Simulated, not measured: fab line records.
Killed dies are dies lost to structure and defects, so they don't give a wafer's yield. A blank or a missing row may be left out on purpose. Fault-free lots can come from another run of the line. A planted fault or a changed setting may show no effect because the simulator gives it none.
Problem report in the 8D (eight disciplines) form, filled by code | flow nand_harc | the parts of the form that need people (team, actions taken, sign-off) are left out

== 1. PROBLEM STATEMENT ==
killed_at_array at NHARC_END_SORT_01 reads a mean of 672 on 6 wafers of 2 lots; wafers without a fault read 56 with a standard deviation of 17. That puts it +36 standard deviations away from the usual mean.
The first sign was on wafer L618.2 at day 25 18:31, on prober-02. The record holds 15 wafers of 5 lots with a number at this step. Rule for "out", or "out of limits": more than 4 standard deviations from the usual mean. The rest of the wafers with a number are treated as sound.

== 2. WHAT IT IS, AND WHAT IT ISN'T ==
question                    | is                           | is not
which readings at this step | killed_at_array, killed_dies | killed_at_other
which lots                  | L618, L619                   | L621, L628, L629
which wafers of those lots  | all that have a number       | -
read on which gauges        | prober-01, prober-02         | -
when                        | from day 25 18:31            | up to then (0 sound wafers); but 9 sound wafers of L621, L628, L629 came after

== 3. THE SUSPECTS, EACH WITH WHAT RULES IT OUT ==
Counting: any tool at a process step up to the reading is kept as a suspect provided that every lot that is out went through it and no sound lot did after the first of them.
- the gauge at NHARC_END_SORT_01: ruled out. The wafers that are out were read on 2 gauges (prober-01, prober-02).
- rie_diel-06 at NHARC_A_CHANNEL_HOLE_D2_STRIP_43 (strips in O2/COS): ruled out as a lasting fault. Sound lots L621 ran on it after its first lot that is out, L618 (day 15 00:33).
Left after counting: nothing in the record.

== 4. THE CAUSE (what the simulator had put in) ==
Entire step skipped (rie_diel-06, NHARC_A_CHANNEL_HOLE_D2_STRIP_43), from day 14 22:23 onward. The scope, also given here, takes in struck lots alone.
Counting ruled it out, wrongly: the rule takes a fault to strike every lot that its tool runs from its start on, and this one did not.

== 5. THE EFFECT CHAIN, in route order ==
Each row: a reading whose mean over the struck wafers that have a number lies more than 3 standard deviations from the usual. Only readings for which the record gives a usual standard deviation are gone through. hours: the time from each lot's start at the first step in this table that gives one to its start at this step, as a median over the lots. sigmas: the change in usual standard deviations.
hours | step              | reading         | usual | on struck wafers | change | sigmas
0     | NHARC_END_SORT_01 | killed_at_array | 56    | 672              | +616   | +36
0     | NHARC_END_SORT_01 | killed_dies     | 61    | 677              | +616   | +36

== 6. HOW IT WOULD HAVE BEEN CAUGHT EARLIER ==
In this record the first reading out of limits at a measuring or inspecting step was taken at day 25 18:31, 260 hours after the fault began at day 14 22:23.
